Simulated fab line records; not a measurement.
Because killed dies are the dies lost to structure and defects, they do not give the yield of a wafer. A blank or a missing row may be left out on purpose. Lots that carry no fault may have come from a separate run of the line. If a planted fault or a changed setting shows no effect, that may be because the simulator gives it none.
A lot that was struck, set against a sound lot | flow nandHarc | 24 steps out of a route of 1302
Sound: the wafers L154.2, L154.4, L154.5. Struck: wafer L150.2 (L150.1, L150.6, from the same lot, were not struck and are left out); the cause is given at the end.
Order at every step that has rows: each side's tool, ch and its chambers, its first start. Under that, the readings that differ: sound wafers | struck wafers | difference of the means | sigmas: that difference in standard deviations of wafers without a fault.
alike: readings with means less than 2 such deviations apart, plus words and numbers identical on both sides. not compared: withheld readings, readings lacking a value on some wafer, bounds such as >300 that could conceal the same value, and numbers that have no deviation in the record and whose values overlap.
The two part at a step that has a row with sigmas, a row that says differs or no value, or rows on one side only. Numbers that don't overlap but have no deviation are shown without sigmas and don't part them. A reading that every wafer of one side lacks parts them only if that side has two wafers or more.

NHARC_A_STAIRCASE_DEP_417: deposits Si3N4, target thk 60 nm.
  sound on pecvd-04 ch 0,2, day 23 12:01; struck on pecvd-04 ch 0, day 22 07:45
  alike: heaterPowerW
then, 3 steps without rows for these wafers: NHARC_A_STAIRCASE_WET_418 (chemistry H3PO4, target depth 20 nm); NHARC_A_STAIRCASE_PRECLEAN_419 (cleans in SC1); NHARC_A_STAIRCASE_SRD_421.
NHARC_A_STAIRCASE_ALD_420: deposits SiO2, target thk 20 nm, pulse time 6 s, ald cycles 200.
  sound on aldHk-01 ch 0,1,2, day 23 14:51; struck on aldHk-02 ch 1, day 22 10:47
  alike: heaterPowerW, precursorPulseHeightRel
then, 3 steps without rows for these wafers: NHARC_A_STAIRCASE_CVD_552 (deposits SiNx, target thk 40 nm); NHARC_A_STAIRCASE_DEP_151 (deposits SiO2, target thk 7200 nm); NHARC_A_STAIRCASE_ANNEAL_320 (time 1800 s).
NHARC_A_STAIRCASE_DEP_322: deposits SiO2, target thk 7200 nm.
  sound on pecvd-01 ch 0,2, day 24 11:15; struck on pecvd-01 ch 2, day 23 02:23
  alike: heaterPowerW, mfcPrecursorSccm
then, 1 step without rows for these wafers: NHARC_A_STAIRCASE_ANNEAL_323 (time 1800 s).
NHARC_A_STAIRCASE_DEP_325: deposits SiO2, target thk 7200 nm.
  sound on pecvd-03 ch 0,1, day 24 21:19; struck on pecvd-04 ch 2, day 23 10:49
reading                 | sound             | struck | difference | sigmas
mfcPrecursorSccm (sccm) | 200.6 199.2 200.5 | 67.4   | -132.7     | -99 or more
  alike: heaterPowerW
then, 11 steps without rows for these wafers: NHARC_A_STAIRCASE_ANNEAL_326 (time 1800 s); NHARC_A_STAIRCASE_DEHYDRATE_433 (time 120 s); NHARC_A_STAIRCASE_HMDS_434 (time 30 s); NHARC_A_STAIRCASE_COAT_435; NHARC_A_STAIRCASE_SOFTBAKE_436 (time 170 s); NHARC_A_STAIRCASE_EBR_437; NHARC_A_STAIRCASE_EXPOSE_438 (exposes mask STAIR REV); NHARC_A_STAIRCASE_PEB_439 (peb time 130 s); NHARC_A_STAIRCASE_DEVELOP_440 (time 140 s); NHARC_A_STAIRCASE_HARDBAKE_442 (time 140 s); NHARC_A_STAIRCASE_DESCUM_443 (chemistry O2, time 3 s).
NHARC_A_STAIRCASE_ETCH_444: etches the open film in C4F8/O2, target depth 20400 nm, time 6800 s.
  sound on rieDiel-01 ch 1,2,3, day 25 07:05; struck on rieDiel-03 ch 2, day 23 21:48
reading             | sound             | struck | difference | sigmas
oesProductAu (a.u.) | 0.957 0.939 0.985 | 0.910  | -0.050     | -2
  alike: rfVppV
  not compared: rfHoursCounterH
NHARC_A_STAIRCASE_STRIP_446: strips in O2.
  sound on plasmaAsher-02 ch 0,1, day 25 10:36; struck on plasmaAsher-02 ch 0, day 24 03:29
reading | sound | struck                  | difference                   | sigmas
hold    | - - - | awaitDispo/1.1h/release | no value on the sound wafers | 
  alike: drypumpMotorCurrentA, heaterPowerW, rfReflPowerW
  not compared: rfHoursCounterH

WHERE THEY PART
Earliest at NHARC_A_STAIRCASE_DEP_325; latest, in this record, at NHARC_A_STAIRCASE_STRIP_446.

WHY: what the simulator had put in
pecvd-04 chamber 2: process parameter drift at NHARC_A_STAIRCASE_DEP_325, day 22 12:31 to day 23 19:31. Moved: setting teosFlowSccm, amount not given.
